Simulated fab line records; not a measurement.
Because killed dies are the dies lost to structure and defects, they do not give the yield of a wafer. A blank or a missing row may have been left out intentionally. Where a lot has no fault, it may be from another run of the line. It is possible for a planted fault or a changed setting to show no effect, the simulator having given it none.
Split-lot trial + flow n5Finfet + 21 wafers read from 7 lots, route of 1938 steps

SPLIT DETAILS
At N5_BEOL_M6_EXPOSE_08 (exposes mask M6), the setting doseMj was moved away from the recipe's 68.25 on 7 of the 21 wafers read, by -7.3% to +3.0%. The other wafers ran this setting at the recipe's value.

FROM THE SPLIT TO THE READING: what the file shows between them, 15 steps
- N5_BEOL_M6_PEB_09: peb time 60 s
- N5_BEOL_M6_DEVELOP_10: develop time 30 s
- N5_BEOL_M6_CD_MEAS_11: target cd 38.5 nm
- N5_BEOL_M6_DESCUM_16: chemistry O2, time 7.9 s
- N5_BEOL_M6_ETCH_61: etches SiARC in CF4, target depth 45.5 nm, time 75.8 s
- N5_BEOL_M6_ETCH_62: etches SOC in N2/H2, target depth 110 nm, overetch 22 nm, time 165 s (also split here: timeS)
- N5_BEOL_M6_STRIP_68: strips in N2/H2
- N5_BEOL_M6_STRIP_67: strips in CF4
- N5_BEOL_M6_HM_OPEN_17: chemistry Cl2/BCl3, target TiN, target depth 20 nm, overetch 6 nm
- N5_BEOL_M6_STRIP_19: strips in O2
- N5_BEOL_M6_CD_MEAS_18: pitch 80 nm, target cd 40 nm
- N5_BEOL_M6_COAT_63: time 60 s, resist thk 60 nm
- N5_BEOL_M6_COAT_64: time 60 s, resist thk 12 nm
- N5_BEOL_M6_PRECLEAN_42: cleans in residue remover, time 60 s
- N5_BEOL_M6_SRD_43: time 30 s

THE READING
cdNm, in nm, at N5_BEOL_M6_CD_MEAS_35 (target cd 40 nm, target cd y 28 nm). On this fab line, fault-free wafers typically give 39.8 nm with a standard deviation of 0.53 nm.

| wafer  | tool, chamber at the split | doseMj as run | against the recipe | cdNm, nm | against lot-mates on the recipe |
|--------|----------------------------|---------------|--------------------|----------|---------------------------------|
| L074.2 | arfiScanner-03, 0          | 63.26         | -7.3%              | 36.7     | no lot-mate on the recipe       |
| L074.4 | arfiScanner-03, 0          | 63.26         | -7.3%              | 36.3     | no lot-mate on the recipe       |
| L074.6 | arfiScanner-03, 0          | 63.26         | -7.3%              | 37.3     | no lot-mate on the recipe       |
| L075.2 | arfiScanner-02, 0          | 70.31         | +3.0%              | 40.7     | +1.8                            |
| L075.4 | arfiScanner-02, 0          | 68.25         | recipe             | 38.8     | -                               |
| L075.6 | arfiScanner-02, 0          | 68.25         | recipe             | 39.1     | -                               |
| L082.3 | arfiScanner-03, 0          | 63.68         | -6.7%              | 35.8     | -4.2                            |
| L082.4 | arfiScanner-03, 0          | 63.68         | -6.7%              | 35.8     | -4.2                            |
| L082.6 | arfiScanner-03, 0          | 68.25         | recipe             | 40.0     | -                               |
| L084.3 | arfiScanner-03, 0          | 68.25         | recipe             | 40.2     | -                               |
| L084.4 | arfiScanner-03, 0          | 68.25         | recipe             | 39.2     | -                               |
| L084.6 | arfiScanner-03, 0          | 68.25         | recipe             | 39.8     | -                               |
| L086.1 | arfiScanner-02, 0          | 68.25         | recipe             | 40.4     | -                               |
| L086.2 | arfiScanner-02, 0          | 68.25         | recipe             | 39.5     | -                               |
| L086.6 | arfiScanner-02, 0          | 68.25         | recipe             | 39.2     | -                               |
| L095.1 | arfiScanner-03, 0          | 68.25         | recipe             | 40.3     | -                               |
| L095.4 | arfiScanner-03, 0          | 68.25         | recipe             | 40.2     | -                               |
| L095.6 | arfiScanner-03, 0          | 68.25         | recipe             | 39.7     | -                               |
| L093.1 | arfiScanner-03, 0          | 65.22         | -4.4%              | 37.3     | -1.6                            |
| L093.2 | arfiScanner-03, 0          | 68.25         | recipe             | 39.0     | -                               |
| L093.4 | arfiScanner-03, 0          | 68.25         | recipe             | 38.7     | -                               |

FIT RESULTS
A straight line over all 21 wafers: cdNm changes by +0.446 nm for each +1% of doseMj; r = +0.93; the points scatter about the line by 0.6 nm.
The same after taking each lot's own level away (the mean of its wafers on the recipe; 18 wafers): +0.58 nm for each +1%; r = +0.96; scatter 0.42 nm.
On that fit, the largest move of doseMj shifts the reading by 4.2 nm.
Across the lots, their own levels run from 38.85 to 40.07 nm, a range of 2.3 times the standard deviation given above.
Thus the slope moves with the lot-to-lot level: the two fits are different.
Check: with one of the wafers moved furthest among these (-6.7%) left out of the fit, the line predicts -3.66 nm for it against its lot-mates. Against them it came out at -4.2 nm.

OTHER SPLITS APPLIED TO THESE WAFERS
These wafers also went through other splits before the reading. Each is held against what the fit with the lots' levels taken away leaves over:
| other split on the same wafers | wafers away from the commonest value | r with cdNm (lot level and that fit taken away) |
|--------------------------------|--------------------------------------|-------------------------------------------------|
| N5_BEOL_M6_ETCH_62 timeS       | 8                                    | +0.17                                           |

THE WHOLE CHAIN: every reading that the file lists as answering this split, in the file's order
| step                  | what it does                                                         | reading                                                             | change (the file's fit)               | r (the file's) |
|-----------------------|----------------------------------------------------------------------|---------------------------------------------------------------------|---------------------------------------|----------------|
| N5_BEOL_M6_CD_MEAS_11 | target cd 38.5 nm                                                    | cdNm                                                                | +0.491 nm for each +1% of the setting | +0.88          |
| N5_BEOL_M6_ETCH_61    | etches SiARC in CF4, target depth 45.5 nm, time 75.8 s               | BEOL_M6.cdOffsetNm (the simulator's own value, which no gauge read) | +0.474 nm for each +1% of the setting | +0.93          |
| N5_BEOL_M6_ETCH_62    | etches SOC in N2/H2, target depth 110 nm, overetch 22 nm, time 165 s | BEOL_M6.cdOffsetNm (the simulator's own value, which no gauge read) | +0.554 nm for each +1% of the setting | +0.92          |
| N5_BEOL_M6_HM_OPEN_17 | chemistry Cl2/BCl3, target TiN, target depth 20 nm, overetch 6 nm    | BEOL_M6.cdOffsetNm (the simulator's own value, which no gauge read) | +0.538 nm for each +1% of the setting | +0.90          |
| N5_BEOL_M6_CD_MEAS_18 | pitch 80 nm, target cd 40 nm                                         | cdNm                                                                | +0.56 nm for each +1% of the setting  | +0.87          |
| N5_BEOL_M6_CD_MEAS_35 | target cd 40 nm, target cd y 28 nm                                   | cdNm                                                                | +0.547 nm for each +1% of the setting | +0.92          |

FILE'S OWN FIT
cdNm changes by +0.547 nm for each +1% of doseMj, r = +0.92.
